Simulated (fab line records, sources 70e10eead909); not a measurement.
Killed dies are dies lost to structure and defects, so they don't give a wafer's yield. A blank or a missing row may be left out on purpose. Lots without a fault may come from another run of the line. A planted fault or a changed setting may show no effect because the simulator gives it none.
Chamber matching | flow nand_harc | NHARC_A_STAIRCASE_TRIM_12 on rie_diel-03: 4 sister chambers
The step chemistry O2, time 211.2 s. 4 wafers are shown with their chamber, then 9 later ones without.

WAFERS WITH THEIR CHAMBER
wafer  | chamber | showerhead_plenum_p_Torr (Torr)
L080.6 | 1       | 3.36
L088.3 | 2       | 3.72
L088.4 | 0       | 3.39
L088.5 | 3       | 3.80

WAFERS WITHOUT THEIR CHAMBER
wafer  | showerhead_plenum_p_Torr (Torr)
L091.1 | 3.80
L091.5 | 3.39
L091.6 | 3.35
L093.2 | 3.79
L093.5 | 3.71
L093.6 | 3.79
L096.1 | 3.71
L096.3 | 3.38
L096.4 | 3.34

WHICH CHAMBER EACH WENT THROUGH
wafer  | from the rows above     | in truth
L091.1 | 3                       | 3
L091.5 | 0                       | 0
L091.6 | 1                       | 1
L093.2 | 3                       | 3
L093.5 | 2                       | 2
L093.6 | 3                       | 3
L096.1 | 2                       | 2
L096.3 | can't be placed: 0 or 1 | 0
L096.4 | 1                       | 1
Placed correctly: 8 of 9. Can't be placed from these rows: 1 (the true chamber is among the candidates in 1). Placed wrongly: 0.
How it was worked out, from the rows above alone: a wafer's distance from a chamber is the root of the sum, over the readings, of the square of ((its reading less the chamber's mean) divided by the reading's scatter). The wafer belongs to the nearest chamber; if the next one is less than 2 further off, it can't be placed. A chamber's mean is the mean of its shown wafers. The scatter: with one shown wafer a chamber, the root of the mean of the squares of how far each hidden wafer lies from its nearest shown one.
